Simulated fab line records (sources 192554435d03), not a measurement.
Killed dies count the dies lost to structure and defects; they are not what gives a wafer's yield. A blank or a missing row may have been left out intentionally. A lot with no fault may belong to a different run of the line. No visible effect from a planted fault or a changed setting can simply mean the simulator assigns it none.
The tool behind it: which one? -- flow n5-finfet -- 10 lots with 29 wafers sampled at 5 steps, on a route of 1938 steps

== WHAT THE GAUGES READ, wafer by wafer ==
Not one reading of a measure or inspect step in the record can be checked against a usual standard deviation.

== WHAT TOOL EACH LOT RAN ON (gives the tool, then ch and the chambers of the sampled wafers, and finally the start) ==
lot,N5_BEOL_M6_STRIP_67,N5_BEOL_M6_ETCH_72,N5_BEOL_M6_VIA_ETCH_34,N5_BEOL_M6_STRIP_36,N5_PASSIVATION_PROBE_49
L355,"rie-diel-01 ch 0,2,3, day 9 07:44","rie-diel-06 ch 1,2,3, day 9 10:44","rie-diel-06 ch 1,2,3, day 9 10:53","rie-diel-06 ch 1,2,3, day 9 10:56",-
L357,"rie-diel-02 ch 1,2,3, day 9 12:17","rie-diel-02 ch 0,1,2, day 9 13:11","rie-diel-02 ch 0,1,2, day 9 13:19","rie-diel-02 ch 0,1,2, day 9 13:23",-
L356,"rie-diel-02 ch 2,3, day 9 14:12","rie-diel-06 ch 1,2,3, day 9 15:02","rie-diel-06 ch 1,2,3, day 9 15:11","rie-diel-06 ch 1,2,3, day 9 15:14",-
L359,"rie-diel-06 ch 1,2, day 10 01:44","rie-diel-06 ch 1,3, day 10 03:34","rie-diel-06 ch 1,3, day 10 03:43","rie-diel-06 ch 1,3, day 10 03:46",-
L360,"rie-diel-02 ch 0,1,2, day 10 02:21","rie-diel-06 ch 1,2,3, day 10 04:21","rie-diel-06 ch 1,2,3, day 10 04:30","rie-diel-06 ch 1,2,3, day 10 04:34",-
L367,"rie-diel-01 ch 0,3, day 12 08:29","rie-diel-02 ch 0,3, day 12 14:02","rie-diel-02 ch 0,3, day 12 14:10","rie-diel-02 ch 0,3, day 12 14:13",-
L372,"rie-diel-06 ch 2,3, day 12 23:44","rie-diel-02 ch 0,3, day 13 00:44","rie-diel-02 ch 0,3, day 13 00:53","rie-diel-02 ch 0,3, day 13 00:56",-
L371,"rie-diel-01 ch 0,2,3, day 13 05:01","rie-diel-01 ch 0,1,2, day 13 07:01","rie-diel-01 ch 0,1,2, day 13 07:09","rie-diel-01 ch 0,1,2, day 13 07:13",-
L375,"rie-diel-01 ch 0,1, day 14 10:58","rie-diel-02 ch 0,2,3, day 14 12:16","rie-diel-02 ch 0,2,3, day 14 12:25","rie-diel-02 ch 0,2,3, day 14 12:28","prober-02, day 17 18:13"
L376,"rie-diel-02 ch 1,2,3, day 14 13:02","rie-diel-01 ch 0,1,2, day 14 14:04","rie-diel-01 ch 0,1,2, day 14 14:13","rie-diel-01 ch 0,1,2, day 14 14:16","prober-02, day 18 11:56"
- N5_BEOL_M6_STRIP_67: strips in CF4.
- N5_BEOL_M6_ETCH_72: etches underlayer in N2/H2, target depth 6.5 nm, time 5.2 s.
- N5_BEOL_M6_VIA_ETCH_34: etches SiCOH lowk in C4F6/O2, target depth 126.3 nm, time 50.9 s.
- N5_BEOL_M6_STRIP_36: strips in N2/H2.
- N5_PASSIVATION_PROBE_49

== AS READ BY THE TOOLS THEMSELVES (means over the sampled wafers that have a number; for cases with no such wafer, the mark the record gives instead) ==
N5_BEOL_M6_STRIP_67.
lot,tool,bias-power-w (W),drypump-motor-current-A (A),oes-product-au (a.u.),rf-vpp-V (V),showerhead-plenum-p-Torr (Torr),throttle-valve-pct (%)
L355,rie-diel-01,74.97,5.7,0.80,272.2,1.88,13.62
L357,rie-diel-02,74.97,5.7,0.82,271.7,1.83,13.44
L356,rie-diel-02,74.97,6.0,0.87,271.2,1.82,13.12
L359,rie-diel-06,74.89,6.2,0.88,271.7,1.80,13.54
L360,rie-diel-02,75.02,5.9,0.80,272.1,1.82,13.51
L367,rie-diel-01,75.24,5.8,0.82,273.0,1.90,13.58
L372,rie-diel-06,74.97,5.6,0.75,270.5,1.75,13.73
L371,rie-diel-01,75.06,5.7,0.87,272.5,1.87,13.48
L375,rie-diel-01,74.96,6.0,0.81,271.5,1.84,13.49
L376,rie-diel-02,74.81,5.7,0.87,272.4,1.82,13.35

N5_BEOL_M6_ETCH_72.
lot,tool,drypump-motor-current-A (A),etch-rf-on-time-s (s),oes-product-au (a.u.),rf-vpp-V (V),showerhead-plenum-p-Torr (Torr),throttle-valve-pct (%)
L355,rie-diel-06,5.9,5.20,0.69,522.7,2.53,17.97
L357,rie-diel-02,5.9,5.23,0.69,524.8,2.59,17.68
L356,rie-diel-06,5.9,5.24,0.69,523.2,2.52,17.98
L359,rie-diel-06,6.2,3.30,0.92,524.6,2.56,18.07
L360,rie-diel-06,5.9,3.32,0.90,523.8,2.52,18.06
L367,rie-diel-02,5.9,5.25,0.69,525.7,2.57,17.66
L372,rie-diel-02,5.8,5.20,0.69,524.6,2.58,17.64
L371,rie-diel-01,6.0,5.27,0.75,524.4,2.59,17.72
L375,rie-diel-02,5.9,5.26,0.69,524.7,2.57,17.60
L376,rie-diel-01,6.0,5.20,0.74,525.1,2.58,17.73

N5_BEOL_M6_VIA_ETCH_34.
lot,tool,drypump-motor-current-A (A),oes-product-au (a.u.),rf-vpp-V (V),showerhead-plenum-p-Torr (Torr),throttle-valve-pct (%)
L355,rie-diel-06,5.9,0.81,677,2.83,21.00
L357,rie-diel-02,5.9,0.80,679,2.90,20.82
L356,rie-diel-06,5.9,0.82,677,2.83,21.00
L359,rie-diel-06,6.1,0.81,680,2.86,21.06
L360,rie-diel-06,5.9,0.80,677,2.83,21.00
L367,rie-diel-02,5.8,0.81,667,2.88,20.66
L372,rie-diel-02,5.8,0.82,666,2.88,20.64
L371,rie-diel-01,6.0,0.89,675,2.88,20.72
L375,rie-diel-02,5.9,0.80,676,2.87,20.60
L376,rie-diel-01,6.0,0.86,675,2.88,20.74

N5_BEOL_M6_STRIP_36.
lot,tool,bias-power-w (W),drypump-motor-current-A (A),oes-product-au (a.u.),rf-vpp-V (V),showerhead-plenum-p-Torr (Torr),temp-c (C),throttle-valve-pct (%)
L355,rie-diel-06,6.992,5.9,0.82,59.6,2.52,40.01,23.86
L357,rie-diel-02,7.015,5.9,0.81,60.6,2.58,39.94,23.35
L356,rie-diel-06,6.993,5.9,0.82,59.3,2.52,40.05,23.85
L359,rie-diel-06,6.980,6.1,0.82,59.0,2.55,40.01,23.83
L360,rie-diel-06,7.008,5.9,0.80,60.1,2.52,40.04,23.86
L367,rie-diel-02,6.985,5.8,0.82,59.5,2.57,39.97,23.48
L372,rie-diel-02,7.030,5.8,0.83,59.2,2.58,40.01,23.47
L371,rie-diel-01,6.978,6.0,0.88,58.2,2.58,40.10,23.55
L375,rie-diel-02,6.982,5.9,0.80,59.0,2.56,39.92,23.41
L376,rie-diel-01,7.009,6.0,0.85,58.8,2.58,39.99,23.57

N5_PASSIVATION_PROBE_49.
lot,tool,defect-limited-yield (%),killed_at_M0_to_M3,killed_at_M4_up,killed-at-contacts,killed-at-front-end,killed-at-other,killed-dies,killed-open,killed-short,sort_bin_5_function (%),sort_bin_6_memory (%),sort_bin_8_speed (%),sort-n-pass
L375,prober-02,89.5,34,11,15,60,4.0,124,78,40,5.8,4.0,0.00,1056
L376,prober-02,90.9,36,14,12,41,5.0,108,74,29,5.1,3.8,0.00,1072

== THE ANSWER, worked out from the rows above alone ==
Rule: the usual values come from the lots themselves. Put in order of their means at a reading, lots are off if they are a third of the lots or fewer, leave a main group of 4 or more, and stand apart from it by a gap of 3 or more times the standard deviation of the main group's means; of several such gaps the widest counts. If all means in a main group match to the digits the tables above print for the reading, that group is not used. Also off: a lot with no number at a reading for which 4 or more lots have one. All remaining lots with rows at the step are treated as sound. First the gauges in route order, then the tools' own readings, where a lot's mean is used as printed above. At the first step where some lot is off, the reading lying furthest off is the one used; lots without a number count as furthest.
Off, at N5_BEOL_M6_ETCH_72 on etch-rf-on-time-s: L359, L360. Main group: mean 5.23 s, sd 0.027.
If a tool, at that step or one of the process steps before it, ran each lot that is off and ran no sound lot following the first of them, it fits. One fits: N5_BEOL_M6_ETCH_72 on rie-diel-06. A fault onset in the window from L356 (day 9 15:02, its last sound lot) to L359 (day 10 03:34, its first lot off) fits.
The tool's own readings at N5_BEOL_M6_ETCH_72 bear it out: on the lots that are off they differ by more than 5 times the standard deviation of the sound lots' means. etch-rf-on-time-s reads 3.31 s there against 5.23 s on the sound lots; oes-product-au reads 0.91 a.u. there against 0.70 a.u. on the sound lots.

== WHAT THE SIMULATOR HAD PUT IN ==
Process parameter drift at N5_BEOL_M6_ETCH_72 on rie-diel-06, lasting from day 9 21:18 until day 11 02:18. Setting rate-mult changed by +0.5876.
Struck lots among those shown: L359, L360. The rule given above showed the same thing.
